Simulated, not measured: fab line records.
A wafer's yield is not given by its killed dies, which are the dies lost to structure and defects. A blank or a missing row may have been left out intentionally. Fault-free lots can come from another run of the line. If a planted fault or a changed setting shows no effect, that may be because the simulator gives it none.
What tool caused it? | flow nand_harc | Sampling: 22 lots, 66 wafers, 3 of 1302 route steps

WHAT THE GAUGES READ, wafer by wafer
NHARC_A_CHANNEL_HOLE_D2_CD_MEAS_18. Usual: cd_nm at 99.3 nm, with a standard deviation of 2.2.
lot  | measured     | on        | cd_nm (nm)        | flag
L074 | day 13 21:17 | cd_sem-01 | 100.1 98.8 100.9  |
L075 | day 13 19:17 | cd_sem-02 | 94.8 96.3 99.1    |
L076 | day 14 03:41 | cd_sem-03 | 99.6 100.3 98.2   |
L077 | day 14 05:14 | cd_sem-01 | 98.4 98.6 100.1   |
L078 | day 15 03:04 | cd_sem-02 | 98.2 99.4 99.5    |
L079 | day 15 02:54 | cd_sem-03 | 101.5 97.3 99.0   |
L080 | day 15 20:16 | cd_sem-01 | 99.1 97.4 100.2   |
L082 | day 16 21:47 | cd_sem-03 | 95.0 98.8 95.4    |
L083 | day 17 13:37 | cd_sem-02 | 97.0 99.7 99.9    |
L084 | day 17 14:05 | cd_sem-01 | 98.6 101.1 99.9   |
L085 | day 17 21:05 | cd_sem-02 | 100.8 101.9 100.8 |
L086 | day 17 21:54 | cd_sem-02 | 99.6 100.4 100.6  |
L087 | day 18 13:19 | cd_sem-01 | 96.3 100.0 98.6   |
L088 | day 19 13:32 | cd_sem-02 | 99.0 97.3 99.4    |
L089 | day 19 13:23 | cd_sem-03 | 100.2 101.7 99.9  |
L090 | day 20 08:52 | cd_sem-01 | 100.5 98.6 99.9   |
L092 | day 20 20:41 | cd_sem-02 | 102.1 99.8 100.7  |
L091 | day 20 20:08 | cd_sem-02 | 100.8 97.3 96.6   |
L093 | day 21 08:37 | cd_sem-03 | 99.4 101.0 99.3   |
L094 | day 21 17:29 | cd_sem-03 | 100.7 101.3 96.8  |
L095 | day 22 11:29 | cd_sem-03 | 102.6 96.0 101.3  |
L097 | day 22 11:52 | cd_sem-03 | 100.0 99.6 97.2   |

TOOL THAT RAN EACH LOT (tool first, then ch and the chambers of the sampled wafers, then the start)
lot  | NHARC_A_CHANNEL_HOLE_D1_ETCH_21  | NHARC_A_CHANNEL_HOLE_D2_DESCUM_15
L074 | har_etch-02 ch 0,1, day 8 16:04  | rie_diel-08 ch 2,3, day 13 20:11
L075 | har_etch-01 ch 0,1, day 9 01:47  | rie_diel-06 ch 0,3, day 13 18:10
L076 | har_etch-01 ch 0,1, day 9 11:46  | rie_diel-12 ch 0,2, day 14 02:22
L077 | har_etch-02 ch 0,1, day 9 16:46  | rie_diel-12 ch 0,2,3, day 14 04:10
L078 | har_etch-01 ch 0,1, day 10 10:14 | rie_diel-08 ch 2,3, day 15 01:58
L079 | har_etch-02 ch 0,1, day 10 11:49 | rie_diel-12 ch 0,1,2, day 15 01:48
L080 | har_etch-02 ch 0,1, day 11 11:47 | rie_diel-12 ch 2,3, day 15 19:10
L082 | har_etch-02 ch 0,1, day 12 02:30 | rie_diel-08 ch 1,2,3, day 16 20:41
L083 | har_etch-01 ch 0,1, day 12 16:29 | rie_diel-08 ch 0,1,3, day 17 12:31
L084 | har_etch-02 ch 1, day 12 23:23   | rie_diel-06 ch 1,2,3, day 17 12:59
L085 | har_etch-01 ch 0,1, day 13 06:17 | rie_diel-06 ch 1,2,3, day 17 19:58
L086 | har_etch-02 ch 0,1, day 13 09:52 | rie_diel-12 ch 2,3, day 17 20:35
L087 | har_etch-01 ch 0,1, day 13 18:00 | rie_diel-08 ch 1,2,3, day 18 12:14
L088 | har_etch-02 ch 0,1, day 15 00:01 | rie_diel-08 ch 0,1,2, day 19 12:28
L089 | har_etch-02 ch 0,1, day 15 04:07 | rie_diel-12 ch 0,1,3, day 19 12:17
L090 | har_etch-01 ch 0,1, day 15 16:22 | rie_diel-06 ch 1,2,3, day 20 07:46
L092 | har_etch-02 ch 0,1, day 16 01:01 | rie_diel-06 ch 0,1,3, day 20 19:35
L091 | har_etch-01 ch 0,1, day 16 01:08 | rie_diel-08 ch 1,2,3, day 20 19:02
L093 | har_etch-02 ch 0,1, day 16 07:56 | rie_diel-08 ch 0,1,3, day 21 07:31
L094 | har_etch-01 ch 0,1, day 17 02:26 | rie_diel-12 ch 1,3, day 21 16:24
L095 | har_etch-01 ch 0,1, day 17 14:28 | rie_diel-06 ch 0,3, day 22 10:22
L097 | har_etch-01 ch 0,1, day 17 22:44 | rie_diel-08 ch 0,3, day 22 10:46
- NHARC_A_CHANNEL_HOLE_D1_ETCH_21: etches the open film in C4F8/O2/Ar, time 514.3 s, target depth 1600 nm.
- NHARC_A_CHANNEL_HOLE_D2_DESCUM_15: chemistry O2, time 3 s.

WHAT THE TOOLS THEMSELVES READ (means of the sampled wafers that have a number; where no wafer has one, the mark that the record gives instead)
NHARC_A_CHANNEL_HOLE_D1_ETCH_21. Usual: chamber_pressure_mTorr 19.999 mTorr, standard deviation 0.018; drypump_motor_current_A 5.71 A, standard deviation 0.15; showerhead_plenum_p_Torr 3.59 Torr, standard deviation 0.097; throttle_valve_pct 32.155 %, standard deviation 0.0088.
lot  | tool        | chamber_pressure_mTorr (mTorr) | drypump_motor_current_A (A) | showerhead_plenum_p_Torr (Torr) | throttle_valve_pct (%) | flag
L074 | har_etch-02 | 20.000                         | 5.89                        | 3.68                            | 32.163                 |
L075 | har_etch-01 | 20.002                         | 5.59                        | 3.63                            | 32.158                 |
L076 | har_etch-01 | 20.013                         | 5.58                        | 3.59                            | 32.149                 |
L077 | har_etch-02 | 19.998                         | 5.89                        | 3.67                            | 32.156                 |
L078 | har_etch-01 | 19.983                         | 5.59                        | 3.58                            | 32.152                 |
L079 | har_etch-02 | 19.987                         | 5.88                        | 3.67                            | 32.160                 |
L080 | har_etch-02 | 19.995                         | 5.89                        | 3.66                            | 32.162                 |
L082 | har_etch-02 | 19.989                         | 5.89                        | 3.66                            | 32.163                 |
L083 | har_etch-01 | 19.988                         | 5.58                        | 3.57                            | 32.148                 |
L084 | har_etch-02 | 20.000                         | 5.94                        | 3.73                            | 32.155                 |
L085 | har_etch-01 | 19.992                         | 5.59                        | 3.59                            | 32.157                 |
L086 | har_etch-02 | 19.997                         | 5.84                        | 3.56                            | 32.152                 |
L087 | har_etch-01 | 19.992                         | 5.60                        | 3.59                            | 32.153                 |
L088 | har_etch-02 | 20.009                         | 5.88                        | 3.63                            | 32.156                 |
L089 | har_etch-02 | 19.999                         | 5.89                        | 3.63                            | 32.154                 |
L090 | har_etch-01 | 20.003                         | 5.58                        | 3.58                            | 32.158                 |
L092 | har_etch-02 | 20.006                         | 5.90                        | 3.62                            | 32.145                 |
L091 | har_etch-01 | 19.994                         | 5.58                        | 3.54                            | 32.159                 |
L093 | har_etch-02 | 19.992                         | 5.90                        | 3.62                            | 32.155                 |
L094 | har_etch-01 | 19.995                         | 5.59                        | 3.57                            | 32.156                 |
L095 | har_etch-01 | 20.006                         | 5.61                        | 3.53                            | 32.154                 |
L097 | har_etch-01 | 19.997                         | 5.59                        | 3.53                            | 32.158                 |

NHARC_A_CHANNEL_HOLE_D2_DESCUM_15. Usual: chamber_pressure_mTorr 60.00 mTorr, standard deviation 0.055; drypump_motor_current_A 5.6 A, standard deviation 0.41; oes_product_au 1.005 a.u., standard deviation 0.011; rf_vpp_V 57.8 V, standard deviation 0.84; showerhead_plenum_p_Torr 1.93 Torr, standard deviation 0.093; throttle_valve_pct 11.312 %, standard deviation 0.0087.
lot  | tool        | chamber_pressure_mTorr (mTorr) | drypump_motor_current_A (A) | oes_product_au (a.u.) | rf_vpp_V (V) | showerhead_plenum_p_Torr (Torr) | throttle_valve_pct (%) | flag
L074 | rie_diel-08 | 60.00                          | 5.2                         | 1.001                 | 57.9         | 1.97                            | 11.315                 |
L075 | rie_diel-06 | 60.01                          | 5.6                         | 1.021                 | 58.1         | 2.00                            | 11.313                 |
L076 | rie_diel-12 | 60.05                          | 5.9                         | 1.002                 | 57.6         | 1.87                            | 11.314                 |
L077 | rie_diel-12 | 60.04                          | 6.1                         | 1.004                 | 57.6         | 1.95                            | 11.313                 |
L078 | rie_diel-08 | 60.04                          | 5.4                         | 1.004                 | 58.2         | 2.02                            | 11.316                 |
L079 | rie_diel-12 | 59.98                          | 5.9                         | 0.998                 | 57.4         | 1.93                            | 11.310                 |
L080 | rie_diel-12 | 59.97                          | 6.3                         | 1.000                 | 58.2         | 1.94                            | 11.312                 |
L082 | rie_diel-08 | 59.98                          | 5.2                         | 0.997                 | 57.7         | 1.94                            | 11.311                 |
L083 | rie_diel-08 | 59.97                          | 5.4                         | 1.000                 | 57.5         | 1.91                            | 11.315                 |
L084 | rie_diel-06 | 59.97                          | 5.4                         | 1.006                 | 58.2         | 1.91                            | 11.311                 |
L085 | rie_diel-06 | 59.94                          | 5.4                         | 1.011                 | 57.2         | 1.91                            | 11.305                 |
L086 | rie_diel-12 | 59.97                          | 6.1                         | 1.006                 | 57.7         | 1.87                            | 11.306                 |
L087 | rie_diel-08 | 60.01                          | 5.2                         | 0.997                 | 57.4         | 1.94                            | 11.319                 |
L088 | rie_diel-08 | 60.01                          | 5.3                         | 1.007                 | 57.2         | 1.87                            | 11.318                 |
L089 | rie_diel-12 | 59.96                          | 6.1                         | 1.010                 | 57.8         | 2.00                            | 11.311                 |
L090 | rie_diel-06 | 59.97                          | 5.4                         | 1.003                 | 57.8         | 1.90                            | 11.313                 |
L092 | rie_diel-06 | 60.01                          | 5.4                         | 1.009                 | 57.4         | 1.96                            | 11.316                 |
L091 | rie_diel-08 | 59.99                          | 5.2                         | 0.993                 | 57.2         | 1.94                            | 11.321                 |
L093 | rie_diel-08 | 60.02                          | 5.4                         | 1.014                 | 57.7         | 1.91                            | 11.309                 |
L094 | rie_diel-12 | 59.97                          | 6.0                         | 0.996                 | 58.1         | 1.98                            | 11.311                 |
L095 | rie_diel-06 | 60.05                          | 5.6                         | 1.003                 | 58.3         | 1.97                            | 11.312                 |
L097 | rie_diel-08 | 60.02                          | 5.6                         | 1.026                 | 57.4         | 1.90                            | 11.315                 |

THE ANSWER, worked out from the rows above alone
Rule: a lot is off if the mean of its wafers that have a number lies more than 3 standard deviations from the usual mean. A lot without any number at a reading at which 4 lots or more have one is off too. Any other lot the step has rows for is counted as sound. First the gauges in route order, then the tools' own readings, where a lot's mean is used as printed above. The first step at which some lot is off is used, and at that step the reading that is off furthest; a lot without a number counts as furthest.
Across all readings shown, no lot is off: no conclusion can be drawn from this.

WHAT THE SIMULATOR PUT IN
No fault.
